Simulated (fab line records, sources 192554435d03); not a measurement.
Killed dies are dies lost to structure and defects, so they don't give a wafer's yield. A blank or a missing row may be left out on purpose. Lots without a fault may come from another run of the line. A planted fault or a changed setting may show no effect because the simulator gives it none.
Which tool did it? | flow n5_finfet | 10 lots, 30 wafers sampled, at 3 steps of a route of 1938

WHAT THE GAUGES READ, wafer by wafer
N5_BEOL_M6_INSPECT_58: inspects for defects (darkfield).
lot  | measured     | on                | raw_defect_count
L418 | day 10 02:48 | defect_inspect-02 | 58 65 73
L417 | day 10 05:23 | defect_inspect-01 | 57 37 60
L421 | day 10 10:40 | defect_inspect-01 | 59 103 74
L422 | day 11 08:44 | defect_inspect-01 | 71 72 76
L426 | day 12 11:04 | defect_inspect-01 | 934 970 103
L430 | day 12 23:20 | defect_inspect-02 | 981 59 79
L435 | day 14 10:29 | defect_inspect-02 | 64 75 68
L436 | day 14 16:15 | defect_inspect-02 | 67 62 56
L438 | day 15 10:20 | defect_inspect-02 | 57 81 61
L437 | day 15 14:12 | defect_inspect-02 | 113 93 187

WHICH TOOL RAN EACH LOT (tool, then ch and the chambers of the sampled wafers, then the start)
lot  | N5_BEOL_M6_ALD_77                   | N5_BEOL_M6_CMP_52
L418 | ald_metal-01 ch 0,1, day 10 01:13   | cmp-03 ch 2,3, day 10 02:21
L417 | ald_metal-04 ch 1,2, day 10 01:52   | cmp-02 ch 0,3, day 10 04:55
L421 | ald_metal-03 ch 0,2, day 10 09:00   | cmp-01 ch 0,2, day 10 10:13
L422 | ald_metal-04 ch 1,2,3, day 11 07:07 | cmp-01 ch 1,2, day 11 08:17
L426 | ald_metal-04 ch 1,2, day 12 09:08   | cmp-01 ch 2,3, day 12 10:37
L430 | ald_metal-04 ch 1,2, day 12 21:41   | cmp-01 ch 0,2, day 12 22:55
L435 | ald_metal-03 ch 0,3, day 14 08:55   | cmp-02 ch 1,2, day 14 10:04
L436 | ald_metal-01 ch 0,1,2, day 14 14:10 | cmp-02 ch 0,1, day 14 15:50
L438 | ald_metal-01 ch 0,2,3, day 15 07:58 | cmp-02 ch 0,1,3, day 15 09:58
L437 | ald_metal-03 ch 0,1,2, day 15 12:24 | cmp-02 ch 1,2,3, day 15 13:45
- N5_BEOL_M6_ALD_77: deposits TaN, target thk 2 nm, pulse time 2 s, purge time 3 s.
- N5_BEOL_M6_CMP_52: polishes, stops on SiCOH lowk, t overpolish 6.9 s, target thk 80 nm.

THE ANSWER, worked out from the rows above alone
Rule: what is usual is taken from the lots themselves. Put in order of their means at a reading, lots are off if they are a third of the lots or fewer, leave a main group of 4 or more, and stand apart from it by a gap of 3 or more times the standard deviation of the main group's means; of several such gaps the widest counts. A main group whose means are all the same, to the digits that the tables above print for the reading, isn't used. A lot without any number at a reading at which 4 lots or more have one is off too. The other lots that the step has rows for count as sound.
Off: L426, L430, at N5_BEOL_M6_INSPECT_58 (raw_defect_count). The main group: mean 75, standard deviation 23.
A tool fits if, at a process step before that reading, it ran every lot that is off, and no sound lot after the first of them. The gauges at N5_BEOL_M6_INSPECT_58 are tried like those tools. Can't be told from this: 2 tools fit, ald_metal-04 at N5_BEOL_M6_ALD_77, cmp-01 at N5_BEOL_M6_CMP_52.

WHAT THE SIMULATOR HAD PUT IN
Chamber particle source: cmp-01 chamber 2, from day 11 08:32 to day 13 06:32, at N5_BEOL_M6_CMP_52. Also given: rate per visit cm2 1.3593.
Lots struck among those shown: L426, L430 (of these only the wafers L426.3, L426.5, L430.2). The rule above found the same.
